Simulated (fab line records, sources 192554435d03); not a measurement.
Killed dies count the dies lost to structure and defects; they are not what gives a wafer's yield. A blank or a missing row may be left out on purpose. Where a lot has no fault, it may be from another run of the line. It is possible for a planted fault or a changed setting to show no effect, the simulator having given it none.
Split-lot study ; flow n5-finfet ; 39 wafers read from 7 lots, route of 1938 steps

## THE SPLIT ITSELF
At N5_FIN_SAQP_ALD_61 (deposits SiO2, target thk 4 nm, pulse time 1 s, purge time 2 s), the setting ald-cycles was moved away from the recipe's 43 on 18 of the 39 wafers read, by +4.7% to +16.3%. This setting was run at the recipe's value on the other wafers.

The reading is taken at the split's own step.

## THE READING
SiO2_of_FIN_SAQP_ALD_61.thk-nm (the simulator's own value, which no gauge read), in nm, at N5_FIN_SAQP_ALD_61 (deposits SiO2, target thk 4 nm, pulse time 1 s, purge time 2 s). The file does not state a usual value for it. Across the 21 wafers here that went through the recipe, the average is 4.002 nm and the standard deviation 0.022 nm.

wafer;tool, chamber at the split;ald-cycles as run;against the recipe;SiO2_of_FIN_SAQP_ALD_61.thk-nm, nm;against lot-mates on the recipe
L076.1;ald-sin-03, 2;50;+16.3%;4.659;+0.661
L076.2;ald-sin-03, 1;43;recipe;4.003;-
L076.3;ald-sin-03, 3;50;+16.3%;4.655;+0.657
L076.4;ald-sin-03, 0;50;+16.3%;4.647;+0.649
L076.5;ald-sin-03, 0;43;recipe;3.998;-
L076.6;ald-sin-03, 1;43;recipe;3.994;-
L077.1;ald-sin-02, 1;43;recipe;4.004;-
L077.2;ald-sin-02, 3;43;recipe;3.963;-
L077.3;ald-sin-02, 2;45;+4.7%;4.174;+0.192
L077.4;ald-sin-02, 0;43;recipe;3.978;-
L077.5;ald-sin-02, 1;45;+4.7%;4.188;+0.206
L077.6;ald-sin-02, 2;45;+4.7%;4.171;+0.189
L084.1;ald-sin-04, 0;50;+16.3%;4.69;+0.662
L084.2;ald-sin-04, 2,3;50;+16.3%;4.685;+0.657
L084.5;ald-sin-04, 2,3;50;+16.3%;4.685;+0.657
L084.3;ald-sin-04, 1;43;recipe;4.04;-
L084.4;ald-sin-04, 3;43;recipe;4.018;-
L084.6;ald-sin-04, 0;43;recipe;4.027;-
L087.1;ald-sin-02, 3;47;+9.3%;4.358;+0.378
L087.2;ald-sin-02, 1;43;recipe;3.979;-
L087.3;ald-sin-02, 2;47;+9.3%;4.348;+0.368
L087.4;ald-sin-02, 0;47;+9.3%;4.361;+0.381
L087.5;ald-sin-02, 2;43;recipe;3.978;-
L087.6;ald-sin-02, 1;43;recipe;3.982;-
L090.1;ald-sin-04, 0;45;+4.7%;4.199;+0.184
L090.2;ald-sin-04, 1;45;+4.7%;4.201;+0.186
L090.3;ald-sin-04, 2;43;recipe;4.017;-
L090.4;ald-sin-04, 3;43;recipe;4.029;-
L090.5;ald-sin-04, 3;43;recipe;3.999;-
L090.6;ald-sin-04, 2;45;+4.7%;4.208;+0.193
L091.2;ald-sin-02, 2;43;recipe;4.017;-
L091.4;ald-sin-02, 0;43;recipe;4.047;-
L091.5;ald-sin-02, 1;43;recipe;4.014;-
L093.1;ald-sin-02, 3;43;recipe;3.97;-
L093.2;ald-sin-02, 2;43;recipe;3.998;-
L093.3;ald-sin-02, 0;48;+11.6%;4.479;+0.494
L093.4;ald-sin-02, 1;48;+11.6%;4.445;+0.460
L093.5;ald-sin-02, 1;43;recipe;3.988;-
L093.6;ald-sin-02, 2;48;+11.6%;4.456;+0.471
The file does not say which wafer passed through which chamber wherever a row lists several chambers: such a row stands for several wafers.

THE FIT
A straight line over all 39 wafers: SiO2_of_FIN_SAQP_ALD_61.thk-nm changes by +0.0405 nm for each +1% of ald-cycles; r = +1.00; the points scatter about the line by 0.021 nm.
The same after taking each lot's own level away (the mean of its wafers on the recipe; 39 wafers): +0.0404 nm for each +1%; r = +1.00; scatter 0.01 nm.
Per that fit: largest ald-cycles move, reading shift of 0.66 nm.
The lots' own levels span 3.9797 to 4.0283 nm, that is 2.2 times the standard deviation above.
Hence the lot-to-lot level has little effect on the slope; both slopes agree.
Check: for one of the wafers moved furthest among these (+16.3%), held out of the fit, the line's prediction against its lot-mates is +0.659 nm. It came out at +0.661 nm against them.

## FURTHER SPLITS ON THESE WAFERS
Other splits were also applied to these wafers ahead of the reading. Each is held against what the fit with the lots' levels taken away leaves over:
other split on the same wafers;wafers away from the commonest value;r with SiO2_of_FIN_SAQP_ALD_61.thk-nm (lot level and that fit taken away)
N5_PMOS_HMC_CHANNEL_EPI_EPI_20 temp-c;15;+0.13

## THE FILE'S OWN FIT
SiO2_of_FIN_SAQP_ALD_61.thk-nm changes by +0.0405 nm for each +1% of ald-cycles, r = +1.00.
